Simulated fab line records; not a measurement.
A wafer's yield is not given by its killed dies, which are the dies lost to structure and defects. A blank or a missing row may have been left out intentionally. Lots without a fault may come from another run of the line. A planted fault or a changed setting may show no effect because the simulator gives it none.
fab line records	flow n5_finfet
[record] lots = 7	wafers = 21
route steps=1938 shown BEOL_M2@867 BEOL_M3@974 BEOL_M4@1028 BEOL_M5@1160 BEOL_M8@1332
start_h: start of the lot's first displayed wafer, in hours after the record's first day	wait_h: how many hours have passed since the lot's step before this one	" the same as in the row above	L1.1+2: one row covering several wafers at once	- no value present, or no start provided	* or withheld: withheld	< > ~ a bound
route shown NAME@n: NAME is a module with steps in the file, n the number in the route of the first one	usual: mean/standard deviation taken from wafers without a fault	same: alike in all rows	chamber/n: place in a boat	sites: readings site by site	_std_site: how widely they spread, as a standard deviation	_edge_site: inner sites' mean taken away from outer sites' mean	radius_mm: how far each site lies from the wafer's centre	mask NAME#n: copy n	behind: the last tool/chamber to shape the wafer	hold: what put the lot on hold/how long, in hours/how the hold closed	device: transistor that didn't switch, given as n, p or np	end of line: the same wafers' tests at the end of the route	a step without rows: its recipe alone	killed: not the wafer's yield, but the dies lost to structure and defects at the first sort	map: a wafer's dies, x killed, . not, _ none there
set.NAME: the setting that was run; set.NAME@STEP: the one run at that earlier step	model.NAME: the simulator's own value behind a step, which no gauge read
lots where settings were altered on purpose, with a table for each step and a row for each wafer
[[steps]]
[step N5_BEOL_M2_COAT_67]
[recipe] resist = SOC	temp_c = 250	time_s = 60	spin_rpm = 1500	resist_thk_nm = 60
lot.wafer	tool	chamber	start_h	wait_h	set.spin_rpm	model.SOC_of_BEOL_M2_COAT_67.thk_nm
L077.1	litho_track-03	0	163.04	0.0	1500	59.8
L077.4+5	"	0	"	"	1500	60
L081.1+3	litho_track-01	0	172.44	0.0	1582	58.4
L081.6	"	0	"	"	1500	59.8
L083.1	litho_track-01	0	195.95	0.0	1500	59.8
L083.2	"	0	"	"	1418	61.6
L083.4	"	0	"	"	1500	60
L084.1	litho_track-04	0	196.24	0.0	1449	60.8
L084.4	"	0	"	"	1500	59.8
L084.6	"	0	"	"	1500	60
L089.3	litho_track-01	0	228.67	0.0	1500	60.2
L089.4+5	"	0	"	"	1653	57.2
L093.1	litho_track-04	0	249.42	0.0	1343	63.4
L093.5	"	0	"	"	1500	60
L093.6	"	0	"	"	1343	63.6
L095.4	litho_track-03	0	256.53	0.0	1500	60
L095.5	"	0	"	"	1500	60.2
L095.6	"	0	"	"	1334	63.8
[step N5_BEOL_M2_COAT_76]
[recipe] resist = underlayer	temp_c = 205	time_s = 60	spin_rpm = 1500	resist_thk_nm = 5
lot.wafer	tool	chamber	start_h	wait_h	set.temp_c
L077.1+4+5	litho_track-03	0	-	-	205
L081.1+6	litho_track-01	0	-	-	205
L081.3	"	0	"	"	212.9
L083.1+2+4	litho_track-01	0	-	-	196
L084.1+4+6	litho_track-04	0	-	-	205
L089.3+4+5	litho_track-01	0	-	-	205
L093.1	litho_track-04	0	-	-	205
L093.5+6	"	0	"	"	200
L095.4+5+6	litho_track-03	0	-	-	198.6
[step N5_BEOL_M2_COAT_22]
[recipe] resist = CAR-EUV	spin_rpm = 1500	resist_thk_nm = 30
[step N5_BEOL_M2_EBR_24]
[recipe] solvent = PGMEA	ebr_width_mm = 1.5
[step N5_BEOL_M2_ALD_98]
[recipe] material = SiO2	target_thk_a = 25	temp_c = 100	ald_precursor_family = BDEAS	ald_co_reactant = O2-plasma	pulse_time_s = 1	co_reactant_pulse_time_s = 1	purge_time_s = 2	co_reactant_purge_time_s = 2	ald_cycles = 17	pressure_torr = 2
[step N5_BEOL_M2_ETCHBACK_99]
[recipe] chemistry = CHF3	target = SiO2	target_depth_a = 50	time_s = 10.4	source_w = 215	bias_w = 47	Ar_flow_sccm = 200	CHF3_flow_sccm = 12	ion_energy_ev = 100	pressure_mtorr = 30
[step N5_BEOL_M2_ETCH_70]
[recipe] chemistry = N2/H2	target = SOC	target_depth_a = 800	overetch_a = 240	mask_material = SiARC	temp_c = 40	time_s = 130	ion_energy_ev = 200	pressure_mtorr = 30	source_w = 840	bias_w = 150	n2_flow_sccm = 200	h2_flow_sccm = 200
lot.wafer	tool	chamber	start_h	wait_h	set.spin_rpm@BEOL_M2_COAT_67	model.etch.depth_nm
L077.1	rie_diel-04	3	166.25	0.0	1500	59.8
L077.4	"	0	"	"	1500	59.96
L077.5	"	0	"	"	1500	60.05
L081.1+3	rie_diel-02	3,1	181.15	0.0	1582	58.38
L081.6	"	0	"	"	1500	59.81
L083.1	rie_diel-02	1	209.67	0.0	1500	59.88
L083.2	"	0	"	"	1418	61.64
L083.4	"	2	"	"	1500	59.92
L084.1	rie_diel-03	3	209.70	0.0	1449	60.88
L084.4	"	2	"	"	1500	59.81
L084.6	"	0	"	"	1500	59.95
L089.3	rie_diel-03	1	247.79	0.0	1500	60.15
L089.4	"	0	"	"	1653	57.24
L089.5	"	3	"	"	1653	57.26
L093.1	rie_diel-02	3	273.03	0.0	1343	63.48
L093.5	"	3	"	"	1500	60.05
L093.6	"	1	"	"	1343	63.59
L095.4	rie_diel-03	3	279.60	0.0	1500	60.05
L095.5	"	0	"	"	1500	60.18
L095.6	"	1	"	"	1334	63.88
[step N5_BEOL_M3_ETCH_70]
[recipe] chemistry = N2/H2	target = SOC	target_depth_a = 800	overetch_a = 160	mask_material = SiARC	temp_c = 40	time_s = 120	ion_energy_ev = 200	pressure_mtorr = 30	source_w = 840	bias_w = 150	n2_flow_sccm = 200	h2_flow_sccm = 200
[usual] rf_vpp_V = 525.2/2.2
lot.wafer	tool	chamber	start_h	wait_h	set.bias_w	rf_vpp_V
L077.1	rie_diel-01	0	181.19	0.0	150	523.8
L077.4	"	3	"	"	150	526.9
L077.5	"	2	"	"	150	520.4
L081.1	rie_diel-01	3	189.12	0.0	150	527.2
L081.3	"	1	"	"	150	522.9
L081.6	"	1	"	"	150	522.5
L083.1	rie_diel-01	2	219.73	0.0	132.2	478.8
L083.2	"	1	"	"	150	523.4
L083.4	"	0	"	"	150	524.7
L084.1	rie_diel-05	0	220.20	0.0	150	525.6
L084.4	"	1	"	"	150	526.5
L084.6	"	2	"	"	150	524.7
L089.3	rie_diel-05	1	258.12	0.0	150	527.7
L089.4	"	2	"	"	150	525.6
L089.5	"	3	"	"	150	525.9
L093.1	rie_diel-01	2	279.57	0.0	150	528.2
L093.5	"	1	"	"	150	523.3
L093.6	"	0	"	"	150	524.1
L095.4	rie_diel-05	3	303.14	0.0	140.2	503.9
L095.5	"	0	"	"	150	524.2
L095.6	"	3	"	"	140.2	502.7
[step N5_BEOL_M4_COAT_05]
[recipe] resist = CAR-EUV	spin_rpm = 1500	resist_thk_nm = 30
lot.wafer	tool	chamber	start_h	wait_h	set.spin_rpm	model.CAR-EUV_of_BEOL_M4_COAT_05.thk_nm
L077.1+4+5	litho_track-03	0	-	-	1500	30
L081.1+3+6	litho_track-03	0	-	-	1500	30
L083.1+2	litho_track-03	0	-	-	1403	31
L083.4	"	0	"	"	1500	30
L084.1	litho_track-05	0	-	-	1500	29.8
L084.4	"	0	"	"	1500	30
L084.6	"	0	"	"	1355	31.4
L089.3+4	litho_track-05	0	-	-	1500	30
L089.5	"	0	"	"	1350	31.6
L093.1+5	litho_track-03	0	-	-	1628	28.8
L093.6	"	0	"	"	1500	30
L095.4+5	litho_track-01	0	-	-	1567	29.4
L095.6	"	0	"	"	1500	30.2
[step N5_BEOL_M4_DESCUM_16]
[recipe] chemistry = O2	time_s = 7	source_power_w = 50	bias_power_w = 20	pressure_mtorr = 20	rf_frequency_hz = 2.712e+07	temp_c = 40	resist = CAR-EUV	o2_flow_sccm = 225
lot.wafer	tool	chamber	start_h	wait_h	set.time_s	set.spin_rpm@BEOL_M4_COAT_05	model.CAR-EUV_of_BEOL_M4_COAT_05.thk_nm
L077.1	rie_diel-02	3	188.02	0.0	7	1500	26
L077.4+5	"	0,2	"	"	7	1500	26.2
L081.1+3+6	rie_diel-03	1,2,1	195.72	0.5	7	1500	26.2
L083.1	rie_diel-04	3	227.36	0.3	7	1403	27.2
L083.2	"	2	"	"	7	1403	27
L083.4	"	0	"	"	5.773	1500	26.6
L084.1+4	rie_diel-02	2,0	227.61	0.5	7	1500	26
L084.6	"	3	"	"	7	1355	27.4
L089.3+4	rie_diel-04	0,2	263.64	0.1	7	1500	26
L089.5	"	1	"	"	7	1350	27.6
L093.1+5	rie_diel-03	1,3	285.24	0.3	7	1628	24.8
L093.6	"	0	"	"	7	1500	26
L095.4	rie_diel-04	0	308.79	0.0	7	1567	25.6
L095.5	"	2	"	"	7	1567	25.4
L095.6	"	3	"	"	7	1500	26.2
[step N5_BEOL_M5_TRENCH_ETCH_37]
[recipe] chemistry = C4F6/O2	target_depth_a = 716.52	target = SiCOH_lowk	time_s = 24.7	ion_energy_ev = 250	pressure_mtorr = 30	source_w = 345	bias_w = 185	Ar_flow_sccm = 300	C4F6_flow_sccm = 10	O2_flow_sccm = 10
lot.wafer	tool	chamber	start_h	wait_h	set.time_s	model.BEOL_M5.feature_depth_nm	model.etch.depth_nm
L077.1	rie_diel-05	3	-	-	24.7	72.4	72.42
L077.4	"	2	"	"	24.7	72.2	72.13
L077.5	"	2	"	"	24.7	71.6	71.64
L081.1	rie_diel-05	3	-	-	24.7	72.4	72.33
L081.3	"	0	"	"	24.7	72.6	72.52
L081.6	"	3	"	"	24.7	73	73.07
L084.1	rie_diel-06	3	-	-	24.7	67	67.04
L084.4	"	2	"	"	27.53	80.4	80.41
L084.6	"	3	"	"	24.7	68	68.05
L083.1	rie_diel-01	0	-	-	24.7	71.2	71.24
L083.2	"	1	"	"	24.7	70.2	70.1
L083.4	"	3	"	"	24.7	73.4	73.49
L089.3	rie_diel-05	0	-	-	30.16	88.2	88.17
L089.4	"	1	"	"	30.16	89.2	89.2
L089.5	"	2	"	"	24.7	72	71.94
L093.1	rie_diel-01	1	-	-	26.54	77.2	77.28
L093.5	"	2	"	"	24.7	73.4	73.48
L093.6	"	1	"	"	24.7	71.6	71.68
L095.4	rie_diel-06	2	-	-	26.37	77	76.96
L095.5	"	1	"	"	26.37	76.8	76.74
L095.6	"	2	"	"	26.37	76.8	76.85
[step N5_BEOL_M5_ETCH_41]
[recipe] chemistry = CH3F/O2	target = SiCN	target_depth_a = 315	taper_deg = 2	time_s = 56.7	ion_energy_ev = 120	mask_material = TiN	pressure_mtorr = 30	source_w = 395	bias_w = 75	Ar_flow_sccm = 150	CH3F_flow_sccm = 30	O2_flow_sccm = 20
[usual] rf_vpp_V = 298.5/1.3
lot.wafer	tool	chamber	start_h	wait_h	set.source_w	rf_vpp_V
L077.1	rie_diel-05	3	-	-	395	296.0
L077.4	"	2	"	"	395	299.0
L077.5	"	2	"	"	395	298.5
L081.1	rie_diel-05	3	-	-	460.4	284.3
L081.3	"	0	"	"	395	297.8
L081.6	"	3	"	"	395	297.6
L084.1	rie_diel-06	3	-	-	395	300.1
L084.4	"	2	"	"	438.2	287.4
L084.6	"	3	"	"	438.2	289.0
L083.1	rie_diel-01	0	-	-	447.7	286.6
L083.2	"	1	"	"	395	296.7
L083.4	"	3	"	"	395	301.4
L089.3	rie_diel-05	0	-	-	373.8	303.6
L089.4	"	1	"	"	395	299.6
L089.5	"	2	"	"	395	297.5
L093.1	rie_diel-01	1	-	-	358.2	306.4
L093.5	"	2	"	"	358.2	309.6
L093.6	"	1	"	"	395	296.9
L095.4	rie_diel-06	2	-	-	441.1	288.1
L095.5	"	1	"	"	395	299.2
L095.6	"	2	"	"	441.1	286.7
[step N5_BEOL_M5_STRIP_91]
[recipe] chemistry = N2/H2	time_s = 10	power_w = 450	temp_c = 40	pressure_mtorr = 20	rf_frequency_hz = 6e+07	bias_power_w = 7	n2_flow_sccm = 200	h2_flow_sccm = 200
[step N5_BEOL_M5_OCD_MEAS_38]
[usual] trench_depth_nm = 71.7/1.6
lot.wafer	tool	chamber	start_h	wait_h	set.time_s@BEOL_M5_TRENCH_ETCH_37	trench_depth_nm
L077.1	ocd-01	-	203.73	-	24.7	72.4
L077.4	"	-	"	"	24.7	72.2
L077.5	"	-	"	"	24.7	71.7
L081.1	ocd-02	-	226.76	-	24.7	72.1
L081.3	"	-	"	"	24.7	72.4
L081.6	"	-	"	"	24.7	73.2
L084.1	ocd-02	-	241.10	-	24.7	67.0
L084.4	"	-	"	"	27.53	80.5
L084.6	"	-	"	"	24.7	68.1
L083.1	ocd-01	-	248.46	-	24.7	70.9
L083.2	"	-	"	"	24.7	70.2
L083.4	"	-	"	"	24.7	73.8
L089.3	ocd-01	-	296.15	-	30.16	88.1
L089.4	"	-	"	"	30.16	89.5
L089.5	"	-	"	"	24.7	72.2
L093.1	ocd-02	-	316.91	-	26.54	77.6
L093.5	"	-	"	"	24.7	73.2
L093.6	"	-	"	"	24.7	71.5
L095.4	ocd-01	-	326.34	-	26.37	77.2
L095.5	"	-	"	"	26.37	77.0
L095.6	"	-	"	"	26.37	76.8
[step N5_BEOL_M5_SPUTTER_90]
[recipe] material = Cu	target_thk_a = 45	temp_c = -20	chamber_pressure_pa = 0.07	power_w = withheld	time_s = 8.29
lot.wafer	tool	chamber	start_h	wait_h	set.time_s
L077.1+4+5	pvd_sputter-01	-	210.42	0.5	8.29
L081.1	pvd_sputter-02	-	234.22	0.5	9.327
L081.3+6	"	-	"	"	8.29
L084.1+6	pvd_sputter-01	-	247.06	0.5	8.29
L084.4	"	-	"	"	7.535
L083.1	pvd_sputter-03	-	254.40	0.5	8.29
L083.2+4	"	-	"	"	7.948
L089.3+5	pvd_sputter-02	-	303.25	0.5	8.29
L089.4	"	-	"	"	7.716
L093.1+5	pvd_sputter-01	-	322.69	0.5	8.29
L093.6	"	-	"	"	7.822
L095.4	pvd_sputter-02	-	333.19	1.1	7.185
L095.5+6	"	-	"	"	8.29
[step N5_BEOL_M5_ECD_50]
[recipe] material = Cu	target_thk_a = 3000
[step N5_BEOL_M5_ANNEAL_51]
[recipe] temp_c = 225	time_s = 90	ambient = N2
[step N5_BEOL_M5_PRE_CLEAN_55]
[recipe] gas = NH3	time_s = 15	temp_c = withheld	rf_power_w = 300
[step N5_BEOL_M5_DEP_56]
[recipe] material = SiCN	target_thk_a = 80	temp_c = withheld	precursor = 3MS/NH3	pressure_torr = 3	rf_w = 202	time_s = 14
[step N5_BEOL_M5_RS_MEAS_57]
[recipe] thk_meas_gauge = four-point-probe	reads = Co_of_BEOL_M5_CO_CAP_78+Cu_of_BEOL_M5_ECD_50+Co_of_BEOL_M5_CVD_47+TaN_of_BEOL_M5_ALD_86
[usual] M5_RS = 0.387/0.014
lot.wafer	tool	chamber	start_h	wait_h	set.time_s@BEOL_M5_TRENCH_ETCH_37	M5_RS[ohm/sq]
L077.1	film_metro-01	-	212.09	0.1	24.7	0.378
L077.4	"	-	"	"	24.7	0.371
L077.5	"	-	"	"	24.7	0.377
L081.1	film_metro-02	-	235.28	0.0	24.7	0.374
L081.3	"	-	"	"	24.7	0.365
L081.6	"	-	"	"	24.7	0.375
L084.1	film_metro-01	-	248.13	0.0	24.7	0.423
L084.4	"	-	"	"	27.53	0.337
L084.6	"	-	"	"	24.7	0.419
L083.1	film_metro-01	-	255.54	0.0	24.7	0.374
L083.2	"	-	"	"	24.7	0.379
L083.4	"	-	"	"	24.7	0.371
L089.3	film_metro-02	-	304.31	0.1	30.16	0.291
L089.4	"	-	"	"	30.16	0.288
L089.5	"	-	"	"	24.7	0.384
L093.1	film_metro-01	-	323.83	0.0	26.54	0.359
L093.5	"	-	"	"	24.7	0.371
L093.6	"	-	"	"	24.7	0.384
L095.4	film_metro-01	-	334.55	0.0	26.37	0.359
L095.5	"	-	"	"	26.37	0.358
L095.6	"	-	"	"	26.37	0.367
[step N5_BEOL_M8_ILD_DEP_00]
[recipe] material = SiCOH_lowk	target_thk_a = 1797.5	temp_c = 300	precursor = DEMS/porogen	pressure_torr = 5	rf_w = 500	time_s = 33.4
lot.wafer	tool	chamber	start_h	wait_h	set.time_s	model.SiCOH_lowk_of_BEOL_M8_ILD_DEP_00.thk_nm
L077.1	pecvd-02	1	227.60	0.0	33.4	178.2
L077.4	"	1	"	"	33.4	179
L077.5	"	1	"	"	33.4	182.6
L081.1	pecvd-02	2	252.13	0.0	33.4	177.4
L081.3	"	0	"	"	33.4	176.4
L081.6	"	1	"	"	33.4	182.4
L084.1	pecvd-03	1	263.80	0.0	33.4	174.8
L084.4	"	2	"	"	28.76	153
L084.6	"	1	"	"	28.76	152.2
L083.1	pecvd-02	0	272.12	0.0	36.59	192.8
L083.2	"	2	"	"	33.4	180.2
L083.4	"	2	"	"	33.4	182.8
L089.3	pecvd-04	0	324.84	0.0	29.6	161
L089.4	"	2	"	"	33.4	178.6
L089.5	"	1	"	"	33.4	179.8
L093.1	pecvd-02	0	343.08	0.0	31.39	164.4
L093.5+6	"	2,1	"	"	33.4	179.8
L095.4	pecvd-03	1	350.79	0.1	33.4	178.4
L095.5	"	2	"	"	33.4	180.6
L095.6	"	0	"	"	36.78	197.6
[step N5_BEOL_M8_CURE_74]
[recipe] temp_c = 385	time_s = 240	ambient = He/Ar	material = SiCOH_lowk
lot.wafer	tool	chamber	start_h	wait_h	set.time_s@BEOL_M8_ILD_DEP_00	model.SiCOH_lowk_of_BEOL_M8_ILD_DEP_00.thk_nm
L077.1	uv_cure-02	1	227.68	0.1	33.4	153.8
L077.4	"	1	"	"	33.4	154.4
L077.5	"	1	"	"	33.4	157.6
L081.1	uv_cure-02	0	252.50	0.3	33.4	153
L081.3	"	0	"	"	33.4	152.2
L081.6	"	0	"	"	33.4	157.2
L084.1	uv_cure-01	1	263.86	0.0	33.4	150.6
L084.4	"	1	"	"	28.76	131.8
L084.6	"	1	"	"	28.76	131.2
L083.1	uv_cure-02	1	272.19	0.0	36.59	166.4
L083.2	"	1	"	"	33.4	155.4
L083.4	"	1	"	"	33.4	157.8
L089.3	uv_cure-02	2	325.07	0.2	29.6	138.6
L089.4	"	2	"	"	33.4	154
L089.5	"	2	"	"	33.4	155
L093.1	uv_cure-01	2	343.57	0.5	31.39	141.6
L093.5+6	"	2	"	"	33.4	155
L095.4	uv_cure-03	0	351.08	0.3	33.4	153.8
L095.5	"	0	"	"	33.4	155.8
L095.6	"	0	"	"	36.78	170.6
[step N5_BEOL_M8_THK_MEAS_01]
[recipe] reads = SiCOH_lowk_of_BEOL_M8_ILD_DEP_00
[usual] M8_ILD_THK = 154.5/2.5
lot.wafer	tool	chamber	start_h	wait_h	set.time_s@BEOL_M8_ILD_DEP_00	M8_ILD_THK[nm]
L077.1	film_metro-02	-	228.20	0.4	33.4	153.7
L077.4	"	-	"	"	33.4	154.4
L077.5	"	-	"	"	33.4	157.5
L081.1	film_metro-01	-	253.01	0.4	33.4	153.0
L081.3	"	-	"	"	33.4	152.2
L081.6	"	-	"	"	33.4	157.2
L084.1	film_metro-02	-	264.37	0.4	33.4	150.8
L084.4	"	-	"	"	28.76	131.7
L084.6	"	-	"	"	28.76	131.0
L083.1	film_metro-02	-	272.71	0.4	36.59	166.5
L083.2	"	-	"	"	33.4	155.4
L083.4	"	-	"	"	33.4	157.7
L089.3	film_metro-02	-	325.42	0.3	29.6	138.5
L089.4	"	-	"	"	33.4	153.9
L089.5	"	-	"	"	33.4	155.0
L093.1	film_metro-02	-	344.56	0.8	31.39	141.6
L093.5	"	-	"	"	33.4	155.1
L093.6	"	-	"	"	33.4	155.1
L095.4	film_metro-02	-	351.36	0.2	33.4	153.9
L095.5	"	-	"	"	33.4	155.8
L095.6	"	-	"	"	36.78	170.6
[step N5_BEOL_M8_COAT_59]
[recipe] resist = SOC	temp_c = 250	time_s = 60	spin_rpm = 1500	resist_thk_nm = 100
lot.wafer	tool	chamber	start_h	wait_h	set.spin_rpm	model.SOC_of_BEOL_M8_COAT_59.thk_nm
L077.1	litho_track-02	0	229.90	0.1	1500	99.6
L077.4	"	0	"	"	1500	100
L077.5	"	0	"	"	1500	99.8
L081.1	litho_track-02	0	254.12	0.1	1500	99.8
L081.3	"	0	"	"	1500	100.2
L081.6	"	0	"	"	1611	96.6
L084.1	litho_track-02	0	264.63	0.1	1637	96
L084.4	"	0	"	"	1500	100.2
L084.6	"	0	"	"	1637	96.2
L083.1	litho_track-02	0	273.82	0.1	1393	104
L083.2	"	0	"	"	1500	100.6
L083.4	"	0	"	"	1500	100.4
L089.3	litho_track-05	0	326.46	0.1	1661	94.6
L089.4	"	0	"	"	1500	99.4
L089.5	"	0	"	"	1661	94.8
L093.1	litho_track-04	0	345.56	0.1	1500	100
L093.5	"	0	"	"	1569	97.8
L093.6	"	0	"	"	1569	97.6
L095.4	litho_track-04	0	352.95	0.1	1336	105.6
L095.5+6	"	0	"	"	1500	99.6
[step N5_BEOL_M8_COAT_60]
[recipe] resist = SiARC	temp_c = 220	time_s = 60	spin_rpm = 1500	resist_thk_nm = 35
[step N5_BEOL_M8_COAT_05]
[recipe] resist = CAR-ArF	spin_rpm = 1500	resist_thk_nm = 90
[step N5_BEOL_M8_DESCUM_16]
[recipe] chemistry = O2	time_s = 7.9	source_power_w = 50	bias_power_w = 20	pressure_mtorr = 20	rf_frequency_hz = 2.712e+07	temp_c = 40	resist = CAR-ArF	o2_flow_sccm = 225
[step N5_BEOL_M8_ETCH_61]
[recipe] chemistry = CF4	target = SiARC	target_depth_a = 455	mask_material = CAR-ArF	time_s = 75.8	ion_energy_ev = 80	pressure_mtorr = 40	source_w = 545	bias_w = 36	Ar_flow_sccm = 100	cf4_flow_sccm = 100	ends = cleared
[step N5_BEOL_M8_ETCH_62]
[recipe] chemistry = N2/H2	target = SOC	target_depth_a = 1100	overetch_a = 220	mask_material = SiARC	temp_c = 40	time_s = 165	ion_energy_ev = 200	pressure_mtorr = 30	source_w = 840	bias_w = 150	n2_flow_sccm = 200	h2_flow_sccm = 200
lot.wafer	tool	chamber	start_h	wait_h	set.spin_rpm@BEOL_M8_COAT_59	model.etch.depth_nm
L077.1	rie_diel-04	2	231.28	0.0	1500	99.61
L077.4	"	3	"	"	1500	100
L077.5	"	0	"	"	1500	99.89
L081.1	rie_diel-03	2	254.55	0.0	1500	99.89
L081.3	"	0	"	"	1500	100.2
L081.6	"	0	"	"	1611	96.62
L084.1	rie_diel-02	3	265.18	0.0	1637	95.97
L084.4	"	1	"	"	1500	100.3
L084.6	"	3	"	"	1637	96.2
L083.1	rie_diel-03	1	274.30	0.0	1393	104
L083.2	"	3	"	"	1500	100.5
L083.4	"	2	"	"	1500	100.4
L089.3	rie_diel-03	1	327.34	0.0	1661	94.69
L089.4	"	2	"	"	1500	99.48
L089.5	"	2	"	"	1661	94.72
L093.1	rie_diel-02	1	345.99	0.0	1500	99.96
L093.5	"	2	"	"	1569	97.77
L093.6	"	1	"	"	1569	97.67
L095.4	rie_diel-02	2	353.50	0.0	1336	105.6
L095.5+6	"	0,3	"	"	1500	99.66
[[key]]
[split] step = N5_BEOL_M2_COAT_67	setting = spin_rpm	stated = 1500	by = wafer
[response] step = N5_BEOL_M2_COAT_67	reading = model.SOC_of_BEOL_M2_COAT_67.thk_nm	change = -0.315	per = 1%	r = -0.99
[response] step = N5_BEOL_M2_ETCH_70	reading = model.etch.depth_nm	change = -0.315	per = 1%	r = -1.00
[split] step = N5_BEOL_M2_COAT_76	setting = temp_c	stated = 205	by = wafer
response none clear
[split] step = N5_BEOL_M3_ETCH_70	setting = bias_w	stated = 150	by = wafer
[response] step = N5_BEOL_M3_ETCH_70	reading = rf_vpp_V	change = +3.67	per = 1%	r = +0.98
[split] step = N5_BEOL_M4_COAT_05	setting = spin_rpm	stated = 1500	by = wafer
[response] step = N5_BEOL_M4_COAT_05	reading = model.CAR-EUV_of_BEOL_M4_COAT_05.thk_nm	change = -0.155	per = 1%	r = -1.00
[response] step = N5_BEOL_M4_DESCUM_16	reading = model.CAR-EUV_of_BEOL_M4_COAT_05.thk_nm	change = -0.141	per = 1%	r = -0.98
[split] step = N5_BEOL_M4_DESCUM_16	setting = time_s	stated = 7	by = wafer
response none clear
[split] step = N5_BEOL_M5_TRENCH_ETCH_37	setting = time_s	stated = 24.7	by = wafer
[response] step = N5_BEOL_M5_TRENCH_ETCH_37	reading = model.BEOL_M5.feature_depth_nm	change = +0.817	per = 1%	r = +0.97
[response] step = N5_BEOL_M5_TRENCH_ETCH_37	reading = model.etch.depth_nm	change = +0.818	per = 1%	r = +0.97
[response] step = N5_BEOL_M5_OCD_MEAS_38	reading = trench_depth_nm	change = +0.82	per = 1%	r = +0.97
[response] step = N5_BEOL_M5_RS_MEAS_57	reading = M5_RS	change = -0.00473	per = 1%	r = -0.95
[split] step = N5_BEOL_M5_ETCH_41	setting = source_w	stated = 395	by = wafer
[response] step = N5_BEOL_M5_ETCH_41	reading = rf_vpp_V	change = -0.956	per = 1%	r = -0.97
[split] step = N5_BEOL_M5_SPUTTER_90	setting = time_s	stated = 8.29	by = wafer
response none clear
[split] step = N5_BEOL_M8_ILD_DEP_00	setting = time_s	stated = 33.4	by = wafer
[response] step = N5_BEOL_M8_ILD_DEP_00	reading = model.SiCOH_lowk_of_BEOL_M8_ILD_DEP_00.thk_nm	change = +1.63	per = 1%	r = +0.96
[response] step = N5_BEOL_M8_CURE_74	reading = model.SiCOH_lowk_of_BEOL_M8_ILD_DEP_00.thk_nm	change = +1.41	per = 1%	r = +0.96
[response] step = N5_BEOL_M8_THK_MEAS_01	reading = M8_ILD_THK	change = +1.42	per = 1%	r = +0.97
[split] step = N5_BEOL_M8_COAT_59	setting = spin_rpm	stated = 1500	by = wafer
[response] step = N5_BEOL_M8_COAT_59	reading = model.SOC_of_BEOL_M8_COAT_59.thk_nm	change = -0.481	per = 1%	r = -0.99
[response] step = N5_BEOL_M8_ETCH_62	reading = model.etch.depth_nm	change = -0.485	per = 1%	r = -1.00
